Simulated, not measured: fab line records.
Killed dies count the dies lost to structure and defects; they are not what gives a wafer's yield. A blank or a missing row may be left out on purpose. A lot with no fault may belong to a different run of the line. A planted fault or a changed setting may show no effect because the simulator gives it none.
Which of the tools did it? / flow n5-finfet / 10 lots, 29 wafers sampled, at 6 steps of a route of 1938

WHAT EACH GAUGE READ, for each wafer
N5_BEOL_M5_RS_MEAS_57: a four-point-probe measurement.
lot=L596; measured=day 10 01:06; on=film-metro-02; M5_RS (ohm/sq)=0.388 0.407 0.386
lot=L597; measured=day 10 03:49; on=film-metro-02; M5_RS (ohm/sq)=0.376 0.394 0.391
lot=L598; measured=day 10 11:49; on=film-metro-02; M5_RS (ohm/sq)=0.368 0.385
lot=L599; measured=day 10 17:14; on=film-metro-01; M5_RS (ohm/sq)=0.399 0.406 0.372
lot=L608; measured=day 12 14:04; on=film-metro-01; M5_RS (ohm/sq)=0.390 0.388 0.389
lot=L610; measured=day 13 10:14; on=film-metro-02; M5_RS (ohm/sq)=0.402 0.398 0.390
lot=L616; measured=day 14 19:40; on=film-metro-01; M5_RS (ohm/sq)=0.386 0.410 0.392
lot=L615; measured=day 15 04:37; on=film-metro-01; M5_RS (ohm/sq)=0.390 0.393 0.385
lot=L617; measured=day 15 20:55; on=film-metro-01; M5_RS (ohm/sq)=0.387 0.395 0.377
lot=L618; measured=day 15 23:17; on=film-metro-01; M5_RS (ohm/sq)=0.402 0.393 0.382

N5_BEOL_M6_INSPECT_13: inspects for defects (brightfield).
lot=L596; measured=day 10 02:50; on=defect-inspect-01; raw-defect-count=293 292 281
lot=L597; measured=day 10 05:49; on=defect-inspect-01; raw-defect-count=435 341 325
lot=L598; measured=day 10 13:32; on=defect-inspect-02; raw-defect-count=328 534
lot=L599; measured=day 10 19:11; on=defect-inspect-02; raw-defect-count=533 589 434
lot=L608; measured=day 12 17:02; on=defect-inspect-02; raw-defect-count=1538 452 1515
lot=L610; measured=day 13 12:44; on=defect-inspect-02; raw-defect-count=450 1485 1679
lot=L616; measured=day 14 22:14; on=defect-inspect-01; raw-defect-count=336 308 475
lot=L615; measured=day 15 06:50; on=defect-inspect-01; raw-defect-count=723 557 481
lot=L617; measured=day 15 23:58; on=defect-inspect-01; raw-defect-count=551 435 437
lot=L618; measured=day 16 01:20; on=defect-inspect-02; raw-defect-count=611 494 637

N5_BEOL_M6_INSPECT_30: inspects for defects (brightfield).
lot=L596; measured=day 10 04:35; on=defect-inspect-02; raw-defect-count=298 297 286
lot=L597; measured=day 10 07:49; on=defect-inspect-01; raw-defect-count=420 341 311
lot=L598; measured=day 10 15:17; on=defect-inspect-01; raw-defect-count=312 496
lot=L599; measured=day 10 21:29; on=defect-inspect-01; raw-defect-count=566 562 438
lot=L608; measured=day 12 18:51; on=defect-inspect-02; raw-defect-count=1515 441 1515
lot=L610; measured=day 13 15:26; on=defect-inspect-02; raw-defect-count=458 1480 1647
lot=L616; measured=day 14 23:31; on=defect-inspect-01; raw-defect-count=343 316 478
lot=L615; measured=day 15 08:54; on=defect-inspect-01; raw-defect-count=720 589 470
lot=L617; measured=day 16 04:56; on=defect-inspect-01; raw-defect-count=585 441 444
lot=L618; measured=day 16 04:58; on=defect-inspect-02; raw-defect-count=587 504 636

EACH LOT AND THE TOOL THAT RAN IT (in order: tool; ch and the chambers of the sampled wafers; start)
lot=L596; N5_BEOL_M5_SPUTTER_90=pvd-sputter-02, day 10 00:02; N5_BEOL_M5_CO_CAP_78=cvd-co-01 ch 1,2, day 10 00:55; N5_BEOL_M6_PECVD_70=pecvd-02 ch 1,2, day 10 01:47
lot=L597; N5_BEOL_M5_SPUTTER_90=pvd-sputter-01, day 10 02:17; N5_BEOL_M5_CO_CAP_78=cvd-co-01 ch 0,1, day 10 03:38; N5_BEOL_M6_PECVD_70=pecvd-02 ch 0,1,2, day 10 04:31
lot=L598; N5_BEOL_M5_SPUTTER_90=pvd-sputter-02, day 10 10:43; N5_BEOL_M5_CO_CAP_78=cvd-co-02 ch 0,1, day 10 11:36; N5_BEOL_M6_PECVD_70=pecvd-04 ch 0,2, day 10 12:31
lot=L599; N5_BEOL_M5_SPUTTER_90=pvd-sputter-02, day 10 15:37; N5_BEOL_M5_CO_CAP_78=cvd-co-01 ch 0,1,2, day 10 17:01; N5_BEOL_M6_PECVD_70=pecvd-04 ch 0,1,2, day 10 17:55
lot=L608; N5_BEOL_M5_SPUTTER_90=pvd-sputter-03, day 12 12:59; N5_BEOL_M5_CO_CAP_78=cvd-co-02 ch 1,2, day 12 13:52; N5_BEOL_M6_PECVD_70=pecvd-02 ch 0,1, day 12 14:45
lot=L610; N5_BEOL_M5_SPUTTER_90=pvd-sputter-01, day 13 09:10; N5_BEOL_M5_CO_CAP_78=cvd-co-02 ch 0,1, day 13 10:04; N5_BEOL_M6_PECVD_70=pecvd-02 ch 0,1, day 13 10:55
lot=L616; N5_BEOL_M5_SPUTTER_90=pvd-sputter-03, day 14 18:18; N5_BEOL_M5_CO_CAP_78=cvd-co-01 ch 0,1,2, day 14 19:29; N5_BEOL_M6_PECVD_70=pecvd-01 ch 0,1, day 14 20:39
lot=L615; N5_BEOL_M5_SPUTTER_90=pvd-sputter-01, day 15 03:14; N5_BEOL_M5_CO_CAP_78=cvd-co-01 ch 0,1, day 15 04:26; N5_BEOL_M6_PECVD_70=pecvd-01 ch 0,2, day 15 05:18
lot=L617; N5_BEOL_M5_SPUTTER_90=pvd-sputter-03, day 15 19:47; N5_BEOL_M5_CO_CAP_78=cvd-co-01 ch 0,1, day 15 20:44; N5_BEOL_M6_PECVD_70=pecvd-01 ch 0,2, day 15 21:35
lot=L618; N5_BEOL_M5_SPUTTER_90=pvd-sputter-01, day 15 22:13; N5_BEOL_M5_CO_CAP_78=cvd-co-01 ch 0,1, day 15 23:06; N5_BEOL_M6_PECVD_70=pecvd-01 ch 0,1,2, day 16 00:28
- N5_BEOL_M5_SPUTTER_90: material Cu, target thk 4.5 nm, time 8.29 s.
- N5_BEOL_M5_CO_CAP_78: material Co, precursor CCTBA/H2, target thk 2 nm, time 102.1 s.
- N5_BEOL_M6_PECVD_70: deposits SiO2 from TEOS/O2, target thk 20 nm, time 22.7 s.

WHAT THE TOOLS THEMSELVES READ (means of the sampled wafers that have a number; where no wafer has one, the mark that the record gives instead)
N5_BEOL_M5_SPUTTER_90.
lot=L596; tool=pvd-sputter-02; chuck-gas-flow-sccm (sccm)=1.26; substrate-temp-c (C)=-19.95; throttle-valve-pct (%)=30.1
lot=L597; tool=pvd-sputter-01; chuck-gas-flow-sccm (sccm)=1.26; substrate-temp-c (C)=-20.15; throttle-valve-pct (%)=30.9
lot=L598; tool=pvd-sputter-02; chuck-gas-flow-sccm (sccm)=1.27; substrate-temp-c (C)=-20.05; throttle-valve-pct (%)=30.4
lot=L599; tool=pvd-sputter-02; chuck-gas-flow-sccm (sccm)=1.27; substrate-temp-c (C)=-20.03; throttle-valve-pct (%)=30.4
lot=L608; tool=pvd-sputter-03; chuck-gas-flow-sccm (sccm)=1.34; substrate-temp-c (C)=-19.88; throttle-valve-pct (%)=29.9
lot=L610; tool=pvd-sputter-01; chuck-gas-flow-sccm (sccm)=1.31; substrate-temp-c (C)=-19.99; throttle-valve-pct (%)=29.7
lot=L616; tool=pvd-sputter-03; chuck-gas-flow-sccm (sccm)=1.30; substrate-temp-c (C)=-20.09; throttle-valve-pct (%)=30.2
lot=L615; tool=pvd-sputter-01; chuck-gas-flow-sccm (sccm)=1.30; substrate-temp-c (C)=-19.98; throttle-valve-pct (%)=29.2
lot=L617; tool=pvd-sputter-03; chuck-gas-flow-sccm (sccm)=1.27; substrate-temp-c (C)=-19.97; throttle-valve-pct (%)=30.2
lot=L618; tool=pvd-sputter-01; chuck-gas-flow-sccm (sccm)=1.25; substrate-temp-c (C)=-20.02; throttle-valve-pct (%)=30.5

N5_BEOL_M5_CO_CAP_78.
lot=L596; tool=cvd-co-01; heater-power-outer-w (W)=135; heater-power-w (W)=286
lot=L597; tool=cvd-co-01; heater-power-outer-w (W)=129; heater-power-w (W)=248
lot=L598; tool=cvd-co-02; heater-power-outer-w (W)=129; heater-power-w (W)=240
lot=L599; tool=cvd-co-01; heater-power-outer-w (W)=129; heater-power-w (W)=252
lot=L608; tool=cvd-co-02; heater-power-outer-w (W)=120; heater-power-w (W)=225
lot=L610; tool=cvd-co-02; heater-power-outer-w (W)=127; heater-power-w (W)=238
lot=L616; tool=cvd-co-01; heater-power-outer-w (W)=128; heater-power-w (W)=250
lot=L615; tool=cvd-co-01; heater-power-outer-w (W)=140; heater-power-w (W)=280
lot=L617; tool=cvd-co-01; heater-power-outer-w (W)=140; heater-power-w (W)=278
lot=L618; tool=cvd-co-01; heater-power-outer-w (W)=139; heater-power-w (W)=283

N5_BEOL_M6_PECVD_70.
lot=L596; tool=pecvd-02; heater-power-outer-w (W)=414; heater-power-w (W)=669; showerhead-plenum-p-Torr (Torr)=8.78; throttle-valve-pct (%)=21.6
lot=L597; tool=pecvd-02; heater-power-outer-w (W)=429; heater-power-w (W)=699; showerhead-plenum-p-Torr (Torr)=8.75; throttle-valve-pct (%)=22.2
lot=L598; tool=pecvd-04; heater-power-outer-w (W)=414; heater-power-w (W)=717; showerhead-plenum-p-Torr (Torr)=8.77; throttle-valve-pct (%)=22.6
lot=L599; tool=pecvd-04; heater-power-outer-w (W)=390; heater-power-w (W)=666; showerhead-plenum-p-Torr (Torr)=8.80; throttle-valve-pct (%)=22.9
lot=L608; tool=pecvd-02; heater-power-outer-w (W)=410; heater-power-w (W)=714; showerhead-plenum-p-Torr (Torr)=8.76; throttle-valve-pct (%)=22.9
lot=L610; tool=pecvd-02; heater-power-outer-w (W)=428; heater-power-w (W)=722; showerhead-plenum-p-Torr (Torr)=8.76; throttle-valve-pct (%)=22.9
lot=L616; tool=pecvd-01; heater-power-outer-w (W)=455; heater-power-w (W)=735; showerhead-plenum-p-Torr (Torr)=8.80; throttle-valve-pct (%)=23.8
lot=L615; tool=pecvd-01; heater-power-outer-w (W)=456; heater-power-w (W)=693; showerhead-plenum-p-Torr (Torr)=8.71; throttle-valve-pct (%)=23.1
lot=L617; tool=pecvd-01; heater-power-outer-w (W)=446; heater-power-w (W)=679; showerhead-plenum-p-Torr (Torr)=8.75; throttle-valve-pct (%)=23.7
lot=L618; tool=pecvd-01; heater-power-outer-w (W)=479; heater-power-w (W)=754; showerhead-plenum-p-Torr (Torr)=8.77; throttle-valve-pct (%)=23.3

THE ANSWER, worked out from the rows above alone
Rule: the lots themselves supply what counts as usual. Put in order of their means at a reading, lots are off if they are a third of the lots or fewer, leave a main group of 4 or more, and stand apart from it by a gap of 3 or more times the standard deviation of the main group's means; of several such gaps the widest counts. The tables above print the reading to a certain number of digits; a main group whose means all agree to those digits is not used. Also off: a lot with no number at a reading for which 4 or more lots have one. The other lots that the step has rows for count as sound. After the gauges, taken in route order, come the tools' own readings; for these a lot's mean is taken, as printed above. At the first step where some lot is off, the reading lying furthest off is the one used; lots without a number count as furthest.
Off: L608, L610, at N5_BEOL_M6_INSPECT_13 (raw-defect-count). The main group has a mean of 453 with a standard deviation of 1e+02.
If a tool, at a process step before that reading, ran all the lots that are off and no sound lot after the first of them, it fits. Those tools and the gauges at N5_BEOL_M6_INSPECT_13 are tried in the same way. Undecided on this evidence; 2 tools fit (cvd-co-02 at N5_BEOL_M5_CO_CAP_78, pecvd-02 at N5_BEOL_M6_PECVD_70).

WHAT HAD BEEN PUT IN BY THE SIMULATOR
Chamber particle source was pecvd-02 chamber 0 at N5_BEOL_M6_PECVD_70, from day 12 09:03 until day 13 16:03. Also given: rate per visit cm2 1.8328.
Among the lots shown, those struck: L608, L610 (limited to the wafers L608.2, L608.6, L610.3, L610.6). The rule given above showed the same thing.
